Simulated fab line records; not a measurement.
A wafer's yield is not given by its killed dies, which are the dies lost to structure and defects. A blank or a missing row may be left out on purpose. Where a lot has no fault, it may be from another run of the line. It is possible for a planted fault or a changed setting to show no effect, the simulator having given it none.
Chamber matching    flow n5_finfet    N5_BEOL_M7_VIA_ETCH_34 on rie_diel-05: 4 sister chambers
The step etches SiCOH lowk in C4F6/O2, target depth 125.5 nm, time 50.5 s. 8 wafers are shown with their chamber, then 10 later ones without.

WAFERS WITH THEIR CHAMBER
wafer   chamber  throttle_valve_pct (%)  rf_vpp_V (V)
L075.5  0        20.89                   680
L078.5  3        21.21                   666
L082.3  0        20.92                   680
L086.2  1        20.65                   648
L086.5  1        20.62                   649
L086.6  2        20.63                   644
L088.2  2        20.64                   645
L088.4  3        21.24                   666

WAFERS MISSING THEIR CHAMBER
wafer   throttle_valve_pct (%)  rf_vpp_V (V)
L088.6  20.65                   644
L089.2  20.66                   649
L089.4  20.65                   645
L089.6  21.24                   667
L091.1  20.67                   650
L091.2  20.56                   681
L091.6  20.54                   681
L097.1  20.68                   644
L097.2  20.68                   648
L097.6  20.55                   679

THE CHAMBER EACH PASSED THROUGH
wafer   from the rows above  in truth
L088.6  2                    2
L089.2  1                    1
L089.4  2                    2
L089.6  3                    3
L091.1  1                    1
L091.2  0                    0
L091.6  0                    0
L097.1  2                    2
L097.2  1                    1
L097.6  0                    0
Correct placement for 10 of the 10. Can't be placed from these rows: 0. Wrongly placed: 0.
How it was worked out, from the rows above alone: a wafer's distance from a chamber is the root of the sum, over the readings, of the square of ((its reading less the chamber's mean) divided by the reading's scatter). The wafer belongs to the nearest chamber; if the next one is less than 2 further off, it can't be placed. For every chamber, the mean is computed from those of its wafers that are shown. The scatter: the root of (the sum of the squares of (reading less its chamber's mean) over the shown wafers, divided by (wafers less chambers)).
